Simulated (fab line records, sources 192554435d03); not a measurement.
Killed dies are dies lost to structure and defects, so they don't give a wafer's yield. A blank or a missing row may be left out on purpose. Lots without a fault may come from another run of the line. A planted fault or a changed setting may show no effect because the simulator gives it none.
Chamber matching | flow n5_finfet | N5_STI_FIN_REVEAL_STRIP_24 on rie_diel-02: 4 sister chambers
The step strips in N2/H2, time 90 s. 8 wafers are shown with their chamber, then 10 later ones without.

WAFERS WITH THEIR CHAMBER
wafer  | chamber | drypump_motor_current_A (A) | showerhead_plenum_p_Torr (Torr)
L083.4 | 2       | 6.0                         | 3.42
L083.5 | 2       | 6.0                         | 3.42
L084.4 | 3       | 5.6                         | 3.47
L091.1 | 1       | 6.3                         | 3.44
L091.4 | 3       | 5.7                         | 3.46
L091.5 | 0       | 5.9                         | 3.40
L094.1 | 0       | 5.9                         | 3.39
L094.2 | 1       | 6.3                         | 3.44

WAFERS WITHOUT THEIR CHAMBER
wafer  | drypump_motor_current_A (A) | showerhead_plenum_p_Torr (Torr)
L094.3 | 5.6                         | 3.46
L094.4 | 6.0                         | 3.41
L094.5 | 6.3                         | 3.44
L094.6 | 5.9                         | 3.39
L096.1 | 6.3                         | 3.43
L096.2 | 6.0                         | 3.40
L096.3 | 5.9                         | 3.39
L097.3 | 5.6                         | 3.46
L097.4 | 5.9                         | 3.39
L097.6 | 5.9                         | 3.39

WHICH CHAMBER EACH WENT THROUGH
wafer  | from the rows above     | in truth
L094.3 | 3                       | 3
L094.4 | 2                       | 2
L094.5 | 1                       | 1
L094.6 | 0                       | 0
L096.1 | 1                       | 1
L096.2 | can't be placed: 0 or 2 | 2
L096.3 | 0                       | 0
L097.3 | 3                       | 3
L097.4 | 0                       | 0
L097.6 | 0                       | 0
Placed correctly: 9 of 10. Can't be placed from these rows: 1 (the true chamber is among the candidates in 1). Placed wrongly: 0.
How it was worked out, from the rows above alone: a wafer's distance from a chamber is the root of the sum, over the readings, of the square of ((its reading less the chamber's mean) divided by the reading's scatter). The wafer belongs to the nearest chamber; if the next one is less than 2 further off, it can't be placed. A chamber's mean is the mean of its shown wafers. The scatter: the root of (the sum of the squares of (reading less its chamber's mean) over the shown wafers, divided by (wafers less chambers)).
